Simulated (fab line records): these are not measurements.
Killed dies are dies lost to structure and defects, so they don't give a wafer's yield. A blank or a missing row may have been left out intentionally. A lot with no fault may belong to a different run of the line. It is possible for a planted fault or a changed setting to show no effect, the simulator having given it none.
fab line records	flow nand-harc
[record] lots = 6	wafers = 18	last-day = 31
route steps=1302 shown A_CONTACT@1102 A_BLC@1107
lots untouched by any fault: they come from a run of this same line in which no faults occurred
start-h: hours from the record's first day to the start of the lot's first wafer shown	wait-h: hours since the lot's step before	" same as the row above	L1.1+2: several wafers, shown together as one row	- no value, or no start was given	* or withheld: withheld	< > ~ a bound
route shown NAME@n: a module of which the file shows steps, and the number in the route of the first	usual: average and standard deviation across the fault-free wafers	same: alike in all rows	chamber/n: place in a boat	sites: per-site readings	_std_site: their standard deviation	_edge_site: mean of outer sites minus mean of inner sites	radius-mm: for every site, how far away it sits from the centre of the wafer	mask NAME#n: copy n	behind: tool/chamber where the wafer was last shaped	hold: why the lot was held/for how many hours/how that ended	device: the transistor (n, p or np) that didn't switch	end of line: tests of these same wafers at the route's end	step lacking rows: just its recipe	killed: at the first sort, the dies lost to defects and structure; wafer yield is something else	map: the dies of a wafer, with x for killed, . for not killed, _ for no die there
set.NAME: setting as actually run; set.NAME@STEP: the setting as run at that earlier step	model.NAME: the simulator's own value behind a step, which no gauge read
lots at selected steps of the route; one table per step, one row per wafer
services: from which hour (start-h, from the record's first day; less than 0 if before it) a tool's chamber was out of use, for how many hours, and why
[[steps]]
[step NHARC_A_CONTACT_CVD_19]
[recipe] target-thk-a = 3000	temp-c = 300	pressure-torr = 40	wf6-flow-sccm = 40	h2-flow-sccm = 1600	ar-flow-sccm = 1560	time-s = 802	material = W
[step NHARC_A_CONTACT_CMP_20]
[recipe] t-overpolish-s = 30	target-thk-nm = 300
[usual] motor-current-A = 12.1/1	overpolish-run-s = 30.000/0.01	slurry-flow-ml-min = 150.0/0.47	time-to-endpoint-s = 60.2/2.7
lot.wafer	tool	chamber	start-h	wait-h	motor-current-A	overpolish-run-s	slurry-flow-ml-min	time-to-endpoint-s
L932.1	cmp-02	3	514.04	0.8	11.7	30.002	150.2	59.2
L932.4	"	1	"	"	10.5	30.014	150.1	57.4
L932.6	"	3	"	"	11.9	30.009	150.6	57.9
L936.4	cmp-03	1	546.08	0.5	12.9	29.985	149.5	58.6
L936.1	"	2	"	"	10.1	30.000	150.4	59.2
L936.5	"	0	"	"	11.7	30.013	150.2	59.4
L937.2	cmp-01	2	553.39	0.6	12.7	30.003	149.2	60.1
L937.4	"	1	"	"	13.1	29.971	150.1	58.7
L937.5	"	2	"	"	12.8	29.991	150.2	61.3
L941.4	cmp-02	0	607.67	0.5	10.9	30.015	149.4	58.0
L941.3	"	1	"	"	10.9	30.004	149.4	59.3
L941.1	"	2	"	"	12.9	29.988	150.0	59.9
L943.4	cmp-01	0	628.98	0.6	13.1	29.998	149.5	63.7
L943.2	"	1	"	"	12.3	29.998	150.1	63.7
L943.5	"	3	"	"	10.8	30.005	150.3	61.1
L950.2	cmp-02	2	697.40	1.2	12.9	29.993	150.4	61.8
L950.3	"	0	"	"	11.3	30.020	150.3	59.3
L950.1	"	1	"	"	11.0	29.980	149.8	60.3
[step NHARC_A_CONTACT_SRD_22]
[step NHARC_A_CONTACT_INSPECT_23]
[usual] raw-defect-count = 524/130
lot.wafer	tool	chamber	start-h	wait-h	raw-defect-count
L932.1	defect-inspect-01	-	514.44	0.1	410
L932.4	"	-	"	"	554
L932.6	"	-	"	"	433
L936.1	defect-inspect-02	-	546.45	0.1	623
L936.4	"	-	"	"	748
L936.5	"	-	"	"	508
L937.2	defect-inspect-02	-	553.81	0.1	480
L937.4	"	-	"	"	373
L937.5	"	-	"	"	432
L941.1	defect-inspect-02	-	608.09	0.1	508
L941.3	"	-	"	"	550
L941.4	"	-	"	"	540
L943.2	defect-inspect-01	-	629.33	0.1	395
L943.4	"	-	"	"	463
L943.5	"	-	"	"	557
L950.1	defect-inspect-02	-	697.80	0.1	413
L950.2	"	-	"	"	410
L950.3	"	-	"	"	552
[step NHARC_A_BLC_DEHYDRATE_00]
[recipe] temp-c = 150	time-s = 120
[step NHARC_A_BLC_HMDS_01]
[recipe] time-s = 30
[step NHARC_A_BLC_COAT_02]
[recipe] temp-c = 260	time-s = 75
[step NHARC_A_BLC_COAT_03]
[recipe] temp-c = 225	time-s = 65
[step NHARC_A_BLC_COAT_04]
[recipe] spin-rpm = 1500	resist-thk-nm = 90
[step NHARC_A_BLC_SOFTBAKE_05]
[recipe] temp-c = 105	time-s = 55
[step NHARC_A_BLC_EBR_06]
[step NHARC_A_BLC_EXPOSE_07]
[recipe] na = 1.35	target-cd-nm = 100	dose-mj = 67.97	mask-id = A_BLC
lot.wafer	tool	chamber	start-h	wait-h	mask
L932.1+4+6	arfi-scanner-02	0	514.81	-	A_BLC#0
L936.1+4+5	arfi-scanner-02	0	546.69	-	A_BLC#0
L937.2+4+5	arfi-scanner-02	0	554.06	-	A_BLC#0
L941.1+3+4	arfi-scanner-03	0	608.33	-	A_BLC#0
L943.2+4+5	arfi-scanner-03	0	629.58	-	A_BLC#0
L950.1+2+3	arfi-scanner-03	0	698.17	-	A_BLC#0
[step NHARC_A_BLC_PEB_08]
[recipe] peb-temp-c = 100	peb-time-s = 65
[step NHARC_A_BLC_DEVELOP_09]
[recipe] develop-time-s = 35	dev-temp-c = 23
[step NHARC_A_BLC_CD_MEAS_10]
[recipe] target-cd-nm = 100	landing-energy-ev = 500
[usual] cd-nm = 99.8/0.67
lot.wafer	tool	chamber	start-h	wait-h	cd-nm
L932.1	cd-sem-02	0	514.95	-	99.2
L932.4	"	0	"	"	99.2
L932.6	"	0	"	"	99.9
L936.1	cd-sem-02	0	546.83	-	-
L936.4	"	0	"	"	-
L936.5	"	0	"	"	-
L937.2	cd-sem-02	0	554.20	-	-
L937.4	"	0	"	"	-
L937.5	"	0	"	"	-
L941.1	cd-sem-01	0	608.47	-	99.7
L941.3	"	0	"	"	100.1
L941.4	"	0	"	"	99.8
L943.2	cd-sem-01	0	629.71	-	98.6
L943.4	"	0	"	"	99.1
L943.5	"	0	"	"	98.7
L950.1	cd-sem-03	0	698.31	-	99.7
L950.2	"	0	"	"	99.6
L950.3	"	0	"	"	99.1
[step NHARC_A_BLC_OVL_MEAS_11]
[usual] overlay-x-nm = 0.1/0.99	overlay-y-nm = -0.2/0.81
lot.wafer	tool	chamber	start-h	wait-h	overlay-x-nm	overlay-y-nm
L932.1	overlay-01	-	515.04	-	0.0	0.1
L932.4	"	-	"	"	-0.3	-0.7
L932.6	"	-	"	"	0.1	-1.1
L936.1	overlay-02	-	546.92	-	-0.6	0.5
L936.4	"	-	"	"	-1.2	0.0
L936.5	"	-	"	"	-0.5	-0.4
L937.2	overlay-01	-	554.28	-	0.2	0.0
L937.4	"	-	"	"	-0.2	0.0
L937.5	"	-	"	"	-0.3	0.3
L941.1	overlay-01	-	608.56	-	0.8	-0.9
L941.3	"	-	"	"	1.8	-0.2
L941.4	"	-	"	"	1.2	-0.2
L943.2	overlay-01	-	629.80	-	0.4	0.1
L943.4	"	-	"	"	0.2	0.0
L943.5	"	-	"	"	0.0	0.2
L950.1	overlay-01	-	698.40	-	-0.7	1.3
L950.2	"	-	"	"	-1.0	1.5
L950.3	"	-	"	"	-0.8	0.8
[step NHARC_A_BLC_INSPECT_12]
[usual] raw-defect-count = 92/31
lot.wafer	tool	chamber	start-h	wait-h	raw-defect-count
L932.1	defect-inspect-01	-	515.07	0.0	105
L932.4	"	-	"	"	98
L932.6	"	-	"	"	92
L936.1	defect-inspect-01	-	546.96	0.0	106
L936.4	"	-	"	"	123
L936.5	"	-	"	"	110
L937.2	defect-inspect-02	-	554.32	0.0	120
L937.4	"	-	"	"	101
L937.5	"	-	"	"	113
L941.1	defect-inspect-01	-	608.59	0.0	87
L941.3	"	-	"	"	74
L941.4	"	-	"	"	91
L943.2	defect-inspect-01	-	629.84	0.0	59
L943.4	"	-	"	"	72
L943.5	"	-	"	"	85
L950.1	defect-inspect-02	-	698.43	0.0	39
L950.2	"	-	"	"	23
L950.3	"	-	"	"	36
[step NHARC_A_BLC_DESCUM_15]
[recipe] time-s = 3	o2-flow-sccm = 200	ar-flow-sccm = 0	bias-power-w = 0	chemistry = O2
[usual] chamber-pressure-mTorr = 59.99/0.052	drypump-motor-current-A = 5.7/0.49	oes-product-au = 0.997/0.0083	rf-vpp-V = 57.6/0.98	showerhead-plenum-p-Torr = 1.88/0.083	throttle-valve-pct = 11.312/0.0086
lot.wafer	tool	chamber	start-h	wait-h	chamber-pressure-mTorr	drypump-motor-current-A	oes-product-au	rf-hours-counter-h	rf-vpp-V	showerhead-plenum-p-Torr	throttle-valve-pct
L932.4	rie-diel-02	3	515.15	0.1	59.95	6.3	1.009	8	58.6	1.95	11.299
L932.1	"	0	"	"	59.91	5.7	1.005	7	57.3	1.80	11.310
L932.6	"	1	"	"	60.07	5.2	1.003	-	58.0	1.79	11.300
L936.1	rie-diel-05	2	547.03	0.1	59.94	6.3	1.002	32	57.8	1.81	11.304
L936.4	"	3	"	"	60.04	4.9	0.997	45	58.3	2.06	11.305
L936.5	"	2	"	"	60.03	6.3	1.011	-	56.1	1.81	11.309
L937.2	rie-diel-02	2	554.39	0.1	60.05	5.8	0.984	10	57.2	1.98	11.315
L937.4	"	3	"	"	59.94	6.3	0.996	10	57.8	1.95	11.315
L937.5	"	2	"	"	60.04	5.7	0.994	-	58.6	1.98	11.320
L941.3	rie-diel-06	0	608.66	0.1	60.08	6.1	1.013	8	57.5	1.79	11.308
L941.1	"	2	"	"	60.06	4.7	1.002	8	57.7	1.86	11.312
L941.4	"	0	"	"	59.99	6.1	1.000	-	57.0	1.79	11.304
L943.4	rie-diel-06	3	629.90	0.1	59.97	5.5	0.991	9	58.1	2.01	11.307
L943.2	"	2	"	"	59.94	4.7	0.999	10	57.1	1.86	11.308
L943.5	"	3	"	"	60.00	5.5	1.004	-	58.7	2.01	11.323
L950.1	rie-diel-02	0	698.51	0.1	59.99	5.7	0.996	8	59.0	1.80	11.315
L950.2	"	1	"	"	60.05	5.2	0.996	8	57.7	1.79	11.304
L950.3	"	2	"	"	60.01	5.7	1.007	8	59.2	1.97	11.312
[step NHARC_A_BLC_ETCH_16]
[recipe] target-depth-a = 390	over-etch-frac = 0.3	time-s = 65	ion-energy-ev = 80	cf4-flow-sccm = 150	ar-flow-sccm = 0	rf-w = 300	bias-w = 100	chemistry = CF4
[usual] chamber-pressure-mTorr = 50.00/0.047	drypump-motor-current-A = 5.7/0.49	oes-product-au = 0.997/0.0083	rf-vpp-V = 150.8/1.3	showerhead-plenum-p-Torr = 1.74/0.072	throttle-valve-pct = 13.283/0.0096
lot.wafer	tool	chamber	start-h	wait-h	chamber-pressure-mTorr	drypump-motor-current-A	oes-product-au	rf-hours-counter-h	rf-vpp-V	showerhead-plenum-p-Torr	throttle-valve-pct
L932.4	rie-diel-02	3	515.23	0.1	50.04	6.3	1.000	8	150.3	1.80	13.309
L932.1	"	0	"	"	49.99	5.7	1.002	7	149.7	1.67	13.296
L932.6	"	3	"	"	49.94	6.3	1.005	-	152.0	1.80	13.268
L936.1	rie-diel-05	0	547.11	0.1	50.00	5.5	1.013	50	150.5	1.82	13.276
L936.4	"	3	"	"	50.02	5.0	1.007	45	154.0	1.90	13.288
L936.5	"	1	"	"	50.06	6.6	0.994	-	149.7	1.71	13.285
L937.2	rie-diel-02	0	554.47	0.1	50.03	5.7	1.009	8	149.7	1.67	13.287
L937.4	"	1	"	"	50.03	5.2	0.992	10	150.9	1.66	13.277
L937.5	"	1	"	"	49.93	5.2	0.990	-	148.5	1.66	13.273
L941.3	rie-diel-06	0	608.78	0.1	50.03	6.1	0.997	8	149.8	1.66	13.276
L941.1	"	1	"	"	49.98	5.7	1.005	8	151.3	1.72	13.270
L941.4	"	1	"	"	50.05	5.7	0.999	-	151.2	1.72	13.270
L943.4	rie-diel-06	2	629.98	0.1	49.99	4.7	0.996	10	150.6	1.72	13.282
L943.2	"	3	"	"	50.09	5.6	0.983	9	151.0	1.85	13.281
L943.5	"	3	"	"	49.98	5.5	0.997	-	151.6	1.85	13.266
L950.2	rie-diel-02	3	698.58	0.1	49.95	6.3	0.990	7	151.6	1.80	13.278
L950.1	"	0	"	"	49.94	5.7	1.005	8	149.2	1.67	13.275
L950.3	"	2	"	"	49.96	5.7	0.999	8	152.1	1.82	13.287
[step NHARC_A_BLC_ETCH_17]
[recipe] target-depth-a = 3900	over-etch-frac = 0.25	time-s = 609.38	ion-energy-ev = 200	n2-flow-sccm = 150	h2-flow-sccm = 150	ar-flow-sccm = 0	rf-w = 400	bias-w = 150	chemistry = N2/H2
[usual] chamber-pressure-mTorr = 30.000/0.028	drypump-motor-current-A = 5.6/0.48	oes-product-au = 0.998/0.0071	rf-vpp-V = 429.5/2.7	showerhead-plenum-p-Torr = 2.00/0.093	throttle-valve-pct = 14.170/0.0091
lot.wafer	tool	chamber	start-h	wait-h	chamber-pressure-mTorr	drypump-motor-current-A	oes-product-au	rf-hours-counter-h	rf-vpp-V	showerhead-plenum-p-Torr	throttle-valve-pct
L932.4	rie-diel-02	1	-	-	30.003	5.2	1.007	7	428.1	1.91	14.175
L932.1	"	2	"	"	29.979	5.7	1.004	8	431.7	2.11	14.184
L932.6	"	2	"	"	30.009	5.7	0.996	-	432.7	2.11	14.161
L936.4	rie-diel-05	0	-	-	29.992	5.5	0.996	50	432.1	2.10	14.157
L936.1	"	2	"	"	29.959	6.3	1.013	32	428.0	1.92	14.173
L936.5	"	0	"	"	30.010	5.5	1.005	-	434.1	2.10	14.164
L937.2	rie-diel-02	0	-	-	30.008	5.7	1.006	8	427.0	1.92	14.170
L937.4	"	3	"	"	29.982	6.3	0.998	10	432.2	2.08	14.172
L937.5	"	1	"	"	29.984	5.2	0.992	-	427.1	1.91	14.174
L941.3	rie-diel-06	0	-	-	30.009	6.1	0.995	8	424.9	1.90	14.173
L941.1	"	2	"	"	30.021	4.7	0.995	8	429.7	1.98	14.182
L941.4	"	0	"	"	30.025	6.1	0.994	-	427.4	1.90	14.171
L943.4	rie-diel-06	3	-	-	29.984	5.6	1.005	9	433.8	2.15	14.162
L943.2	"	1	"	"	30.001	5.7	0.997	11	430.5	1.98	14.158
L943.5	"	3	"	"	29.952	5.5	0.991	-	434.2	2.15	14.174
L950.2	rie-diel-02	0	-	-	30.003	5.7	1.009	8	427.9	1.91	14.174
L950.1	"	2	"	"	29.971	5.8	1.005	8	433.4	2.11	14.181
L950.3	"	3	"	"	29.998	6.3	0.992	8	432.2	2.07	14.185
[step NHARC_A_BLC_ETCH_18]
[recipe] target-depth-a = 9100	c4f8-flow-sccm = 20	o2-flow-sccm = 10	ar-flow-sccm = withheld	rf-w = 600	bias-w = 1500	chemistry = C4F8/O2/Ar
[step NHARC_A_BLC_CD_MEAS_19]
[usual] cd-nm = 100.8/2.2
lot.wafer	tool	chamber	start-h	wait-h	cd-nm
L932.1	cd-sem-01	-	516.11	-	102.2
L932.4	"	-	"	"	98.8
L932.6	"	-	"	"	102.8
L936.1	cd-sem-02	-	547.99	-	-
L936.4	"	-	"	"	-
L936.5	"	-	"	"	-
L937.2	cd-sem-03	-	555.35	-	-
L937.4	"	-	"	"	-
L937.5	"	-	"	"	-
L941.1	cd-sem-01	-	609.82	-	99.8
L941.3	"	-	"	"	102.9
L941.4	"	-	"	"	101.6
L943.2	cd-sem-01	-	630.86	-	104.1
L943.4	"	-	"	"	101.0
L943.5	"	-	"	"	99.3
L950.1	cd-sem-03	-	699.47	-	101.9
L950.2	"	-	"	"	100.3
L950.3	"	-	"	"	102.8
[step NHARC_A_BLC_STRIP_29]
[recipe] cf4-flow-sccm = 150	ar-flow-sccm = 0	bias-w = 0	chemistry = CF4
[usual] chamber-pressure-mTorr = 50.00/0.048	drypump-motor-current-A = 5.7/0.5	oes-product-au = 0.998/0.0092	rf-vpp-V = 59.2/0.97	showerhead-plenum-p-Torr = 1.74/0.074	throttle-valve-pct = 13.284/0.008
lot.wafer	tool	chamber	start-h	wait-h	chamber-pressure-mTorr	drypump-motor-current-A	oes-product-au	rf-hours-counter-h	rf-vpp-V	showerhead-plenum-p-Torr	throttle-valve-pct
L932.1	rie-diel-06	1	516.19	0.1	49.99	5.7	1.006	1	58.9	1.72	13.272
L932.4	"	3	"	"	50.06	5.5	0.998	2	60.8	1.85	13.285
L932.6	"	1	"	"	50.01	5.7	1.000	-	59.4	1.72	13.294
L936.1	rie-diel-02	3	548.07	0.1	49.98	6.3	0.993	10	60.0	1.80	13.283
L936.4	"	2	"	"	50.01	5.7	0.984	10	59.8	1.82	13.294
L936.5	"	3	"	"	50.03	6.3	0.992	-	59.4	1.80	13.284
L937.2	rie-diel-02	2	555.42	0.1	49.98	5.7	0.990	10	59.8	1.82	13.277
L937.4	"	0	"	"	50.13	5.7	1.010	9	56.8	1.67	13.287
L937.5	"	2	"	"	50.02	5.7	1.001	-	58.0	1.82	13.285
L941.3	rie-diel-02	0	609.90	0.1	50.00	5.7	0.998	2	58.3	1.67	13.299
L941.4	"	1	"	"	50.07	5.3	1.001	2	60.1	1.66	13.285
L941.1	"	2	"	"	49.97	5.7	0.985	2	59.2	1.82	13.278
L943.4	rie-diel-02	3	630.94	0.1	50.04	6.3	0.983	2	59.4	1.80	13.287
L943.2	"	0	"	"	49.99	5.7	1.005	3	59.9	1.67	13.273
L943.5	"	0	"	"	50.03	5.7	0.994	-	60.3	1.67	13.286
L950.1	rie-diel-05	2	699.55	0.1	49.97	6.3	1.002	31	60.9	1.67	13.275
L950.3	"	3	"	"	49.98	4.9	1.005	39	59.4	1.88	13.282
L950.2	"	1	"	"	49.95	6.6	0.993	29	59.7	1.70	13.280
[[services]]
tool	chamber	start-h	hours	kind
rie-diel-06	-	493.27	5.6	repair
cmp-01	-	495.62	11.2	repair
rie-diel-06	1	504.30	4.9	repair
rie-diel-06	-	523.55	0.5	repair
rie-diel-02	0	526.22	5.4	repair
cmp-02	-	526.81	4.0	pm
cmp-03	-	527.66	5.3	repair
arfi-scanner-03	-	540.00	4.0	pm
arfi-scanner-03	-	552.33	0.2	repair
rie-diel-02	-	570.70	9.0	pm
arfi-scanner-02	-	571.18	1.5	repair
cmp-01	-	577.56	4.0	pm
rie-diel-05	-	583.65	9.0	pm
rie-diel-05	1	594.14	11.2	repair
arfi-scanner-02	-	598.13	1.1	repair
rie-diel-06	3	598.50	14.2	repair
cmp-02	-	624.81	4.0	pm
arfi-scanner-03	-	635.88	16.5	repair
cmp-01	-	635.94	2.1	repair
rie-diel-06	-	651.01	0.7	repair
arfi-scanner-02	-	656.00	4.0	pm
rie-diel-06	-	661.23	9.0	pm
cmp-01	-	675.56	4.0	pm
rie-diel-02	3	690.49	6.1	repair
[[key]]
[first-sign] step = NHARC_A_BLC_CD_MEAS_10	reading = cd-nm	direction = missing
[effect] step = NHARC_A_BLC_CD_MEAS_19	reading = cd-nm	direction = missing
met-at NHARC_A_BLC_EXPOSE_07
struck-wafers L936.1,L936.4,L936.5,L937.2,L937.4,L937.5
tester-left-out L936,L937
onset-between 514.81 546.69
[fault] kind = process-parameter-drift	tool = arfi-scanner-02	chamber = -	onset-h = 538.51	steps = NHARC_A_BLC_EXPOSE_07	channel = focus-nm	offset = 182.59	spread-by-wafer = 0.3	shape = step
// tester-left-out: of these lots the tester's yield and bins aren't shown, on N5 and GAA mostly nor the transistor test; their killed dies are dies lost to structure and defects alone, not to doping, threshold or leakage, so they don't give the yield
